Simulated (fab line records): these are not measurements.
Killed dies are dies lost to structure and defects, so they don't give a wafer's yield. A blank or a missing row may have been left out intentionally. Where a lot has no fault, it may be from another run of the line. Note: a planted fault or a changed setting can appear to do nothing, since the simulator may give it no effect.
fab line records | flow nand_harc
[record] lots = 7 | wafers = 21 | last_day = 25
route steps=1159 shown A_BONDPAD@1065 END@1159
lots that met no fault: from a run of the same line without faults
start_h: the number of hours between the record's first day and the start of the first shown wafer of the lot | wait_h: time in hours since the lot's previous step | " unchanged from the row above | L1.1+2: a single row standing in for several wafers | - value missing, or start not given | * or withheld: withheld | < > ~ a bound
route shown NAME@n: NAME is a module with steps in the file, n the number in the route of the first one | usual: mean/standard deviation taken from wafers without a fault | same: alike in all rows | chamber/n: place in a boat | sites: per-site readings | _std_site: how widely they spread, as a standard deviation | _edge_site: outer sites' mean less inner sites' | radius_mm: how far each site lies from the wafer's centre | mask NAME#n: copy n | behind: tool/chamber where the wafer was last shaped | hold: reason for holding the lot/hours on hold/outcome of the hold | device: names the non-switching transistor (n, p or np) | end of line: tests of these same wafers at the route's end | where a step has no rows: the recipe by itself | killed: dies lost to structure and defects at the first sort, not the wafer's yield | map: a wafer's dies, x killed, . not, _ none there
set.NAME: the setting as run; set.NAME@STEP: as run at that earlier step | model.NAME: the simulator's own value behind a step, which no gauge read
a table for each step, a row for each wafer; lots at some steps of the route
services: when a tool's chamber went out of use (start_h, in hours from the record's first day, below 0 if earlier), for how many hours, and the reason
[[steps]]
[step NHARC_A_BONDPAD_COAT_33]
[recipe] temp_c = 200 | time_s = 65
[step NHARC_A_BONDPAD_COAT_03]
[recipe] spin_rpm = 2000 | resist_thk_nm = 600
[step NHARC_A_BONDPAD_SOFTBAKE_04]
[recipe] temp_c = 125 | time_s = 70
[step NHARC_A_BONDPAD_EBR_05]
[step NHARC_A_BONDPAD_EXPOSE_06]
[recipe] na = 0.55 | dose_mj = 36.99 | mask_id = A_BPAD
[step NHARC_A_BONDPAD_PEB_07]
[recipe] peb_temp_c = 128 | peb_time_s = 80
[step NHARC_A_BONDPAD_DEVELOP_08]
[recipe] time_s = 50 | dev_temp_c = 22
[step NHARC_A_BONDPAD_CD_MEAS_09]
[recipe] target_cd_nm = 500 | landing_energy_ev = 500
[usual] cd_nm = 499.7/2
lot.wafer | tool      | chamber | start_h | wait_h | cd_nm
L521.1    | cd_sem-01 | 0       | 450.75  | -      | 500.1
L521.3    | "         | 0       | "       | "      | 495.4
L521.5    | "         | 0       | "       | "      | 500.6
L526.1    | cd_sem-03 | 0       | 462.18  | -      | 498.3
L526.2    | "         | 0       | "       | "      | 498.8
L526.6    | "         | 0       | "       | "      | 500.0
L525.1    | cd_sem-01 | 0       | 473.85  | -      | 497.0
L525.2    | "         | 0       | "       | "      | 500.8
L525.4    | "         | 0       | "       | "      | 501.1
L524.2    | cd_sem-01 | 0       | 484.54  | -      | 497.7
L524.4    | "         | 0       | "       | "      | 500.1
L524.5    | "         | 0       | "       | "      | 499.9
L533.2    | cd_sem-02 | 0       | 518.11  | -      | 504.0
L533.3    | "         | 0       | "       | "      | 503.6
L533.4    | "         | 0       | "       | "      | 501.8
L535.1    | cd_sem-02 | 0       | 518.49  | -      | 502.1
L535.2    | "         | 0       | "       | "      | 501.7
L535.5    | "         | 0       | "       | "      | 503.4
L534.4    | cd_sem-01 | 0       | 523.72  | -      | 498.0
L534.5    | "         | 0       | "       | "      | 494.8
L534.6    | "         | 0       | "       | "      | 496.7
[step NHARC_A_BONDPAD_OVL_MEAS_35]
[usual] overlay_x_nm = 0/6.9 | overlay_y_nm = 0/5.3
lot.wafer | tool       | chamber | start_h | wait_h | overlay_x_nm | overlay_y_nm
L521.1    | overlay-02 | -       | 450.84  | -      | -6           | 1
L521.3    | "          | -       | "       | "      | -6           | 1
L521.5    | "          | -       | "       | "      | -6           | 2
L526.1    | overlay-01 | -       | 462.27  | -      | 2            | -7
L526.2    | "          | -       | "       | "      | 1            | -8
L526.6    | "          | -       | "       | "      | 1            | -7
L525.1    | overlay-02 | -       | 473.94  | -      | 8            | 3
L525.2    | "          | -       | "       | "      | 8            | 3
L525.4    | "          | -       | "       | "      | 8            | 3
L524.2    | overlay-02 | -       | 484.62  | -      | 6            | -6
L524.4    | "          | -       | "       | "      | 6            | -5
L524.5    | "          | -       | "       | "      | 6            | -5
L533.2    | overlay-02 | -       | 518.20  | -      | 8            | -9
L533.3    | "          | -       | "       | "      | 8            | -9
L533.4    | "          | -       | "       | "      | 8            | -9
L535.1    | overlay-02 | -       | 518.58  | -      | 16           | -8
L535.2    | "          | -       | "       | "      | 16           | -7
L535.5    | "          | -       | "       | "      | 16           | -7
L534.4    | overlay-02 | -       | 523.80  | -      | -2           | 14
L534.5    | "          | -       | "       | "      | -1           | 14
L534.6    | "          | -       | "       | "      | -2           | 13
[step NHARC_A_BONDPAD_HARDBAKE_10]
[recipe] temp_c = 118 | time_s = 65
[step NHARC_A_BONDPAD_DESCUM_11]
[recipe] time_s = 3 | o2_flow_sccm = 200 | ar_flow_sccm = 0 | bias_power_w = 0 | chemistry = O2
[usual] drypump_motor_current_A = 5.6/0.63 | mfc_ar_sccm = 0.010/0.012 | oes_product_au = 0.995/0.01 | rf_vpp_V = 57.9/0.76 | showerhead_plenum_p_Torr = 1.95/0.075 | throttle_valve_pct = 11.310/0.0087
lot.wafer | tool        | chamber | start_h | wait_h | drypump_motor_current_A | mfc_ar_sccm | oes_product_au | rf_hours_counter_h | rf_vpp_V | showerhead_plenum_p_Torr | throttle_valve_pct
L521.1    | rie_diel-03 | 3       | 450.98  | -      | 5.3                     | 0.015       | 0.982          | 2                  | 58.4     | 2.02                     | 11.291
L521.3    | "           | 0       | "       | "      | 6.5                     | 0.002       | 0.979          | 2                  | 58.1     | 2.02                     | 11.315
L521.5    | "           | 2       | "       | "      | 5.0                     | 0.029       | 1.013          | -                  | 58.4     | 1.86                     | 11.310
L526.2    | rie_diel-03 | 0       | 462.40  | -      | 6.6                     | 0.002       | 0.990          | 2                  | 57.4     | 2.02                     | 11.312
L526.1    | "           | 2       | "       | "      | 5.0                     | 0.029       | 1.004          | 2                  | 56.9     | 1.86                     | 11.318
L526.6    | "           | 3       | "       | "      | 5.2                     | 0.015       | 0.978          | -                  | 58.6     | 2.02                     | 11.311
L525.2    | rie_diel-03 | 2       | 474.07  | -      | 5.0                     | 0.029       | 0.993          | 2                  | 56.9     | 1.86                     | 11.305
L525.1    | "           | 1       | "       | "      | 4.8                     | 0           | 0.986          | 2                  | 57.7     | 1.98                     | 11.317
L525.4    | "           | 1       | "       | "      | 4.8                     | 0           | 0.988          | -                  | 57.8     | 1.98                     | 11.311
L524.2    | rie_diel-03 | 2       | 484.74  | -      | 5.0                     | 0.029       | 1.010          | 3                  | 57.2     | 1.86                     | 11.318
L524.4    | "           | 0       | "       | "      | 6.5                     | 0.002       | 0.997          | -                  | 57.9     | 2.02                     | 11.311
L524.5    | "           | 1       | "       | "      | 4.8                     | 0           | 1.000          | -                  | 57.6     | 1.98                     | 11.309
L533.3    | rie_diel-04 | 0       | 518.33  | -      | 5.9                     | 0.002       | 1.003          | 6                  | 58.2     | 1.94                     | 11.327
L533.4    | "           | 1       | "       | "      | 5.5                     | 0.004       | 1.014          | 7                  | 58.0     | 2.03                     | 11.325
L533.2    | "           | 3       | "       | "      | 5.1                     | 0           | 0.986          | 7                  | 56.9     | 1.81                     | 11.301
L535.1    | rie_diel-06 | 0       | 518.78  | -      | 5.9                     | 0           | 1.002          | 38                 | 56.4     | 1.93                     | 11.322
L535.2    | "           | 1       | "       | "      | 6.6                     | 0.002       | 0.998          | 36                 | 57.7     | 1.98                     | 11.311
L535.5    | "           | 0       | "       | "      | 5.9                     | 0           | 1.000          | -                  | 58.4     | 1.93                     | 11.295
L534.4    | rie_diel-06 | 1       | 524.03  | -      | 6.5                     | 0.002       | 1.019          | 39                 | 57.9     | 1.98                     | 11.309
L534.5    | "           | 0       | "       | "      | 5.9                     | 0           | 0.999          | -                  | 56.6     | 1.93                     | 11.309
L534.6    | "           | 1       | "       | "      | 6.5                     | 0.002       | 1.013          | -                  | 58.3     | 1.98                     | 11.304
[step NHARC_A_BONDPAD_ETCH_34]
[recipe] target_depth_a = 600 | overetch_a = 180 | time_s = 65.91 | ion_energy_ev = 200 | n2_flow_sccm = 150 | h2_flow_sccm = 150 | ar_flow_sccm = 0 | rf_w = 400 | bias_w = 150 | chemistry = N2/H2
[usual] drypump_motor_current_A = 5.6/0.65 | mfc_ar_sccm = 0.009/0.012 | oes_product_au = 0.996/0.011 | rf_vpp_V = 431.8/2.4 | run_length_s = 87.3/0.32 | showerhead_plenum_p_Torr = 2.09/0.081 | throttle_valve_pct = 14.171/0.0097
lot.wafer | tool        | chamber | start_h | wait_h | drypump_motor_current_A | mfc_ar_sccm | oes_product_au | rf_hours_counter_h | rf_vpp_V | run_length_s | showerhead_plenum_p_Torr | throttle_valve_pct
L521.1    | rie_diel-03 | 2       | 451.05  | 0.1    | 5.0                     | 0.029       | 1.005          | 2                  | 428.7    | 87.5         | 1.98                     | 14.161
L521.3    | "           | 0       | "       | "      | 6.6                     | 0.002       | 0.990          | 2                  | 435.9    | 87.1         | 2.16                     | 14.169
L521.5    | "           | 3       | "       | "      | 5.3                     | 0.015       | 0.995          | -                  | 434.0    | 87.3         | 2.15                     | 14.156
L526.2    | rie_diel-03 | 0       | 462.49  | 0.1    | 6.5                     | 0.002       | 0.977          | 2                  | 432.8    | 87.4         | 2.16                     | 14.180
L526.1    | "           | 1       | "       | "      | 4.8                     | 0           | 0.990          | 2                  | 431.6    | 87.3         | 2.11                     | 14.183
L526.6    | "           | 3       | "       | "      | 5.2                     | 0.015       | 0.989          | -                  | 433.5    | 86.8         | 2.15                     | 14.174
L525.1    | rie_diel-03 | 2       | 474.20  | 0.1    | 5.1                     | 0.029       | 1.000          | 2                  | 428.3    | 87.9         | 1.98                     | 14.173
L525.2    | "           | 1       | "       | "      | 4.9                     | 0           | 0.998          | 2                  | 432.2    | 86.9         | 2.11                     | 14.159
L525.4    | "           | 1       | "       | "      | 4.8                     | 0           | 0.985          | -                  | 432.6    | 87.0         | 2.11                     | 14.174
L524.2    | rie_diel-03 | 0       | 484.85  | 0.1    | 6.5                     | 0.002       | 0.983          | 2                  | 435.3    | 87.1         | 2.16                     | 14.180
L524.5    | "           | 2       | "       | "      | 5.0                     | 0.029       | 1.001          | -                  | 429.8    | 87.6         | 1.98                     | 14.170
L524.4    | "           | 1       | "       | "      | 4.9                     | 0           | 0.985          | -                  | 431.9    | 87.7         | 2.11                     | 14.190
L533.3    | rie_diel-04 | 2       | 518.42  | 0.1    | 5.9                     | 0           | 0.992          | 7                  | 429.3    | 86.8         | 2.00                     | 14.172
L533.2    | "           | 3       | "       | "      | 5.1                     | 0           | 0.992          | 7                  | 426.7    | 87.5         | 1.93                     | 14.175
L533.4    | "           | 0       | "       | "      | 5.8                     | 0.002       | 1.000          | 6                  | 432.3    | 87.8         | 2.07                     | 14.163
L535.2    | rie_diel-06 | 1       | 519.01  | 0.2    | 6.5                     | 0.002       | 1.012          | 36                 | 432.0    | 86.9         | 2.11                     | 14.185
L535.1    | "           | 3       | "       | "      | 6.3                     | 0.033       | 0.996          | 37                 | 434.5    | 87.1         | 2.20                     | 14.171
L535.5    | "           | 2       | "       | "      | 6.5                     | 0.002       | 1.001          | -                  | 431.1    | 87.3         | 2.05                     | 14.155
L534.4    | rie_diel-06 | 1       | 524.12  | 0.1    | 6.6                     | 0.002       | 1.007          | 39                 | 432.6    | 86.9         | 2.11                     | 14.180
L534.5    | "           | 3       | "       | "      | 6.3                     | 0.033       | 0.998          | -                  | 435.6    | 87.1         | 2.20                     | 14.171
L534.6    | "           | 0       | "       | "      | 5.9                     | 0           | 1.006          | -                  | 432.4    | 87.5         | 2.06                     | 14.177
[step NHARC_A_BONDPAD_ETCH_12]
[recipe] target_depth_a = 2200 | time_s = 110 | chf3_flow_sccm = 50 | o2_flow_sccm = 10 | ar_flow_sccm = 200 | rf_w = 500 | bias_w = 200 | chemistry = CHF3/O2
[usual] drypump_motor_current_A = 5.6/0.65 | mfc_ar_sccm = 200.0/0.64 | oes_product_au = 0.936/0.019 | rf_vpp_V = 371.6/2 | run_length_s = 131.4/0.35 | showerhead_plenum_p_Torr = 2.45/0.088 | throttle_valve_pct = 20.572/0.0093
lot.wafer | tool        | chamber | start_h | wait_h | drypump_motor_current_A | mfc_ar_sccm | oes_product_au | rf_hours_counter_h | rf_vpp_V | run_length_s | showerhead_plenum_p_Torr | throttle_valve_pct
L521.1    | rie_diel-03 | 1       | 451.16  | -      | 4.9                     | 199.1       | 0.930          | 2                  | 372.8    | 131.0        | 2.48                     | 20.575
L521.3    | "           | 2       | "       | "      | 5.1                     | 199.9       | 0.941          | 2                  | 369.2    | 131.6        | 2.33                     | 20.564
L521.5    | "           | 0       | "       | "      | 6.5                     | 201.1       | 0.938          | -                  | 372.9    | 131.7        | 2.53                     | 20.576
L526.2    | rie_diel-03 | 0       | 462.57  | -      | 6.5                     | 198.9       | 0.950          | 2                  | 372.4    | 131.1        | 2.53                     | 20.571
L526.1    | "           | 3       | "       | "      | 5.2                     | 199.0       | 0.948          | 2                  | 373.0    | 131.4        | 2.52                     | 20.596
L526.6    | "           | 1       | "       | "      | 4.8                     | 201.0       | 0.957          | -                  | 373.4    | 53.8         | 2.48                     | 20.573
L525.1    | rie_diel-03 | 1       | 474.41  | 0.2    | 4.8                     | 200.5       | 0.932          | 2                  | 371.4    | 53.2         | 2.48                     | 20.569
L525.2    | "           | 2       | "       | "      | 5.0                     | 200.6       | 0.949          | 2                  | 368.4    | 131.6        | 2.33                     | 20.550
L525.4    | "           | 1       | "       | "      | 4.8                     | 199.8       | 0.936          | -                  | 372.3    | 54.0         | 2.48                     | 20.580
L524.2    | rie_diel-03 | 0       | 484.97  | -      | 6.5                     | 199.9       | 0.935          | 2                  | 372.7    | 131.2        | 2.53                     | 20.556
L524.5    | "           | 1       | "       | "      | 4.8                     | 199.1       | 0.954          | -                  | 372.6    | 53.4         | 2.48                     | 20.564
L524.4    | "           | 2       | "       | "      | 5.0                     | 200.5       | 0.958          | -                  | 368.8    | 132.5        | 2.33                     | 20.581
L533.4    | rie_diel-04 | 2       | 518.68  | -      | 5.8                     | 199.2       | 0.928          | 7                  | 369.9    | 131.1        | 2.36                     | 20.567
L533.3    | "           | 3       | "       | "      | 5.1                     | 199.5       | 0.921          | 7                  | 366.5    | 131.6        | 2.28                     | 20.575
L533.2    | "           | 0       | "       | "      | 5.9                     | 199.9       | 0.922          | 7                  | 370.8    | 132.0        | 2.44                     | 20.553
L535.2    | rie_diel-06 | 0       | 519.36  | -      | 5.9                     | 199.3       | 0.935          | 38                 | 371.1    | 131.6        | 2.42                     | 20.576
L535.1    | "           | 3       | "       | "      | 6.3                     | 200.1       | 0.915          | 37                 | 374.6    | 131.3        | 2.58                     | 20.572
L535.5    | "           | 1       | "       | "      | 6.5                     | 200.7       | 0.940          | -                  | 373.8    | 130.9        | 2.48                     | 20.571
L534.4    | rie_diel-06 | 2       | 524.21  | -      | 6.4                     | 199.7       | 0.914          | 35                 | 370.6    | 131.8        | 2.42                     | 20.574
L534.5    | "           | 1       | "       | "      | 6.5                     | 198.9       | 0.923          | -                  | 371.0    | 130.8        | 2.48                     | 20.566
L534.6    | "           | 2       | "       | "      | 6.4                     | 199.2       | 0.921          | -                  | 369.7    | 131.3        | 2.42                     | 20.566
[step NHARC_A_BONDPAD_CD_MEAS_13]
[usual] cd_nm = 499.2/2.1
lot.wafer | tool      | chamber | start_h | wait_h | cd_nm
L521.1    | cd_sem-02 | -       | 451.29  | -      | 498.8
L521.3    | "         | -       | "       | "      | 495.3
L521.5    | "         | -       | "       | "      | 500.5
L526.1    | cd_sem-03 | -       | 462.71  | -      | 497.8
L526.2    | "         | -       | "       | "      | 498.8
L526.6    | "         | -       | "       | "      | 498.6
L525.1    | cd_sem-01 | -       | 474.60  | 0.2    | 495.5
L525.2    | "         | -       | "       | "      | 500.5
L525.4    | "         | -       | "       | "      | 500.4
L524.2    | cd_sem-01 | -       | 485.11  | -      | 498.5
L524.4    | "         | -       | "       | "      | 499.1
L524.5    | "         | -       | "       | "      | 497.9
L533.2    | cd_sem-01 | -       | 518.82  | -      | 502.6
L533.3    | "         | -       | "       | "      | 503.0
L533.4    | "         | -       | "       | "      | 501.1
L535.1    | cd_sem-03 | -       | 519.50  | -      | 501.5
L535.2    | "         | -       | "       | "      | 502.8
L535.5    | "         | -       | "       | "      | 502.8
L534.4    | cd_sem-01 | -       | 524.35  | -      | 498.1
L534.5    | "         | -       | "       | "      | 494.0
L534.6    | "         | -       | "       | "      | 496.8
[step NHARC_END_SORT_01]
[recipe] temp_c = 25
[usual] defect_limited_yield = 95.6/1.6 | killed_at_array = 26/11 | killed_at_other = 0.4/0.78 | killed_at_periphery = 3.4/2.4 | killed_dies = 29/11 | killed_open = 3.1/1.9 | killed_short = 1.9/1.4 | sort_bin_2_pct = 1.3/0.63 | sort_bin_3_pct = 0.20/0.18 | sort_bin_4_pct = 2.8/1.1 | sort_n_pass = 648/11 | sort_rim_yield_pct = 95/3.4 | sort_yield_pct = 95.6/1.6
[same] gross_dies = 677 | sort_bin_5_pct[%] = 0 | sort_bin_6_pct[%] = 0 | sort_bin_7_pct[%] = 0 | sort_bin_8_pct[%] = 0 | sort_rim_n_gross = 106.00
lot.wafer | tool      | chamber | start_h | wait_h | defect_limited_yield[%] | killed_at_array | killed_at_other | killed_at_periphery | killed_dies | killed_open | killed_short | sort_bin_2_pct[%] | sort_bin_3_pct[%] | sort_bin_4_pct[%] | sort_n_pass | sort_rim_yield_pct[%] | sort_yield_pct[%]
L526.6    | prober-01 | 0       | 540.61  | 4.0    | 0                       | 675             | 1               | 1                   | 677         | 5           | 1            | 97.9              | 0                 | 2.1               | 0           | 0                     | 0
L525.1    | prober-01 | 0       | 552.26  | 2.5    | 0                       | 675             | 0               | 2                   | 677         | 3           | 2            | 97.3              | 0.15              | 2.5               | 0           | 0                     | 0
L525.2    | prober-01 | 0       | 553.06  | 2.8    | 95.6                    | 29              | 0               | 1                   | 30          | 4           | 2            | 1.6               | 0.15              | 2.7               | 647         | 96                    | 95.6
L525.4    | prober-01 | 0       | 554.66  | 3.4    | 0                       | 674             | 0               | 3                   | 677         | 2           | 3            | 97.0              | 0                 | 3.0               | 0           | 0                     | 0
L524.5    | prober-02 | 0       | 563.35  | 3.7    | 0                       | 673             | 0               | 4                   | 677         | 0           | 1            | 98.4              | 0                 | 1.6               | 0           | 0                     | 0
// killed by level:class
L526.6 A_BONDPAD:area_etch=658 A_SLIT:chamber_film_flake=5 A_CONTACT:geometric_particle:open=3 A_CHANNEL_HOLE_D1:chamber_film_flake=3 A_CONTACT:chamber_film_flake=3 A_STAIRCASE:chamber_film_flake=2 P_M0:geometric_particle:open=1 A_BLC:geometric_particle:open=1
L525.1 A_BONDPAD:area_etch=650 A_CHANNEL_HOLE_D1:chamber_film_flake=13 A_STAIRCASE:chamber_film_flake=6 A_ONON_D1:geometric_particle:short=2 A_ONON_D1:geometric_particle:open=1 A_WL_FILL:geometric_particle:open=1 A_CONTACT:geometric_particle:open=1 P_ZERO_WELL:chamber_film_flake=1
L525.2 A_CHANNEL_HOLE_D1:chamber_film_flake=20 A_STAIRCASE:chamber_film_flake=3 A_CONTACT:geometric_particle:open=2 P_M1:geometric_particle:open=1 A_CHANNEL_HOLE_D1:geometric_particle:open=1 A_CHANNEL_FILL_D1:geometric_particle:short=1 A_WL_FILL:geometric_particle:short=1 A_ZERO_WELL:chamber_film_flake=1
L525.4 A_BONDPAD:area_etch=646 A_CHANNEL_HOLE_D1:chamber_film_flake=18 A_STAIRCASE:chamber_film_flake=3 A_CONTACT:chamber_film_flake=2 P_CONTACT:geometric_particle:short=1 P_M0:geometric_particle:open=1 A_SOURCE_PLATE:geometric_particle:short=1 A_WL_FILL:geometric_particle:short=1
L524.5 A_BONDPAD:area_etch=661 P_ZERO_WELL:chamber_film_flake=3 A_CHANNEL_HOLE_D1:chamber_film_flake=3 A_STAIRCASE:chamber_film_flake=3 A_CONTACT:chamber_film_flake=3 A_ONON_D1:geometric_particle:short=1 P_STI:chamber_film_flake=1 A_SLIT:chamber_film_flake=1
// map L524.5 (x killed, . not)
____________x____________
_________xxxxxxx_________
_______xxxxxxxxxxx_______
______xxxxxxxxxxxxx______
_____xxxxxxxxxxxxxxx_____
____xxxxxxxxxxxxxxxxx____
____xxxxxxxxxxxxxxxxx____
___xxxxxxxxxxxxxxxxxxx___
___xxxxxxxxxxxxxxxxxxx___
__xxxxxxxxxxxxxxxxxxxxx__
__xxxxxxxxxxxxxxxxxxxxx__
_xxxxxxxxxxxxxxxxxxxxxxx_
_xxxxxxxxxxxxxxxxxxxxxxx_
_xxxxxxxxxxxxxxxxxxxxxxx_
_xxxxxxxxxxxxxxxxxxxxxxx_
_xxxxxxxxxxxxxxxxxxxxxxx_
xxxxxxxxxxxxxxxxxxxxxxxxx
xxxxxxxxxxxxxxxxxxxxxxxxx
xxxxxxxxxxxxxxxxxxxxxxxxx
xxxxxxxxxxxxxxxxxxxxxxxxx
xxxxxxxxxxxxxxxxxxxxxxxxx
_xxxxxxxxxxxxxxxxxxxxxxx_
_xxxxxxxxxxxxxxxxxxxxxxx_
_xxxxxxxxxxxxxxxxxxxxxxx_
_xxxxxxxxxxxxxxxxxxxxxxx_
_xxxxxxxxxxxxxxxxxxxxxxx_
__xxxxxxxxxxxxxxxxxxxxx__
__xxxxxxxxxxxxxxxxxxxxx__
___xxxxxxxxxxxxxxxxxxx___
___xxxxxxxxxxxxxxxxxxx___
____xxxxxxxxxxxxxxxxx____
____xxxxxxxxxxxxxxxxx____
_____xxxxxxxxxxxxxxx_____
______xxxxxxxxxxxxx______
_______xxxxxxxxxxx_______
_________xxxxxxx_________
____________x____________
// map L525.1 (x killed, . not)
____________x____________
_________xxxxxxx_________
_______xxxxxxxxxxx_______
______xxxxxxxxxxxxx______
_____xxxxxxxxxxxxxxx_____
____xxxxxxxxxxxxxxxxx____
____xxxxxxxxxxxxxxxxx____
___xxxxxxxxxxxxxxxxxxx___
___xxxxxxxxxxxxxxxxxxx___
__xxxxxxxxxxxxxxxxxxxxx__
__xxxxxxxxxxxxxxxxxxxxx__
_xxxxxxxxxxxxxxxxxxxxxxx_
_xxxxxxxxxxxxxxxxxxxxxxx_
_xxxxxxxxxxxxxxxxxxxxxxx_
_xxxxxxxxxxxxxxxxxxxxxxx_
_xxxxxxxxxxxxxxxxxxxxxxx_
xxxxxxxxxxxxxxxxxxxxxxxxx
xxxxxxxxxxxxxxxxxxxxxxxxx
xxxxxxxxxxxxxxxxxxxxxxxxx
xxxxxxxxxxxxxxxxxxxxxxxxx
xxxxxxxxxxxxxxxxxxxxxxxxx
_xxxxxxxxxxxxxxxxxxxxxxx_
_xxxxxxxxxxxxxxxxxxxxxxx_
_xxxxxxxxxxxxxxxxxxxxxxx_
_xxxxxxxxxxxxxxxxxxxxxxx_
_xxxxxxxxxxxxxxxxxxxxxxx_
__xxxxxxxxxxxxxxxxxxxxx__
__xxxxxxxxxxxxxxxxxxxxx__
___xxxxxxxxxxxxxxxxxxx___
___xxxxxxxxxxxxxxxxxxx___
____xxxxxxxxxxxxxxxxx____
____xxxxxxxxxxxxxxxxx____
_____xxxxxxxxxxxxxxx_____
______xxxxxxxxxxxxx______
_______xxxxxxxxxxx_______
_________xxxxxxx_________
____________x____________
[[services]]
tool        | chamber | start_h | hours | kind
rie_diel-06 | 0       | 427.27  | -     | clean
rie_diel-06 | 1       | 427.27  | -     | clean
rie_diel-06 | 2       | 427.27  | -     | clean
rie_diel-06 | 3       | 427.27  | -     | clean
rie_diel-06 | 3       | 427.27  | -     | consumable_replace:showerhead
rie_diel-03 | 0       | 450.41  | -     | clean
rie_diel-03 | 1       | 450.41  | -     | clean
rie_diel-03 | 2       | 450.41  | -     | clean
rie_diel-03 | 3       | 450.41  | -     | clean
rie_diel-04 | -       | 466.30  | 9.0   | pm
rie_diel-03 | -       | 467.76  | 0.7   | repair
rie_diel-03 | 0       | 468.93  | 12.0  | repair
rie_diel-03 | 3       | 472.55  | 14.5  | repair
rie_diel-03 | 1       | 475.01  | -     | clean
rie_diel-03 | 2       | 475.01  | -     | clean
rie_diel-03 | -       | 478.87  | 0.9   | repair
rie_diel-03 | 0       | 499.51  | -     | clean
rie_diel-03 | 1       | 499.51  | -     | clean
rie_diel-03 | 2       | 499.51  | -     | clean
rie_diel-03 | 3       | 499.51  | -     | clean
rie_diel-03 | 0       | 524.01  | -     | clean
rie_diel-03 | 1       | 524.01  | -     | clean
rie_diel-03 | 2       | 524.01  | -     | clean
rie_diel-03 | 3       | 524.01  | -     | clean
[[key]]
[first_sign] step = NHARC_A_BONDPAD_ETCH_12 | reading = run_length_s | direction = down | sigmas = 99+ | usual = * | struck = *
[effect] step = NHARC_END_SORT_01 | reading = sort_bin_2_pct | direction = up | sigmas = 99+ | usual = 1.3 | struck = 97.7
[more_kills_born_at] NHARC_A_BONDPAD_ETCH_12@rie_diel-03 = 2615
met_at NHARC_A_BONDPAD_ETCH_12
struck_wafers L524.5,L525.1,L525.4,L526.6
later_rows_left_out L524.5,L525.1,L525.4,L526.6
onset_between 451.16 462.57
[fault] kind = process_parameter_drift | tool = rie_diel-03 | chamber = 1 | onset_h = 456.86 | steps = NHARC_A_BONDPAD_ETCH_12 | channel = time_s | offset = * | shape = step | end_h = 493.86 | acts_in = * | stated = *
// later_rows_left_out: the simulator's readings of these wafers behind a module that went badly wrong aren't trusted and aren't shown, but for the sort
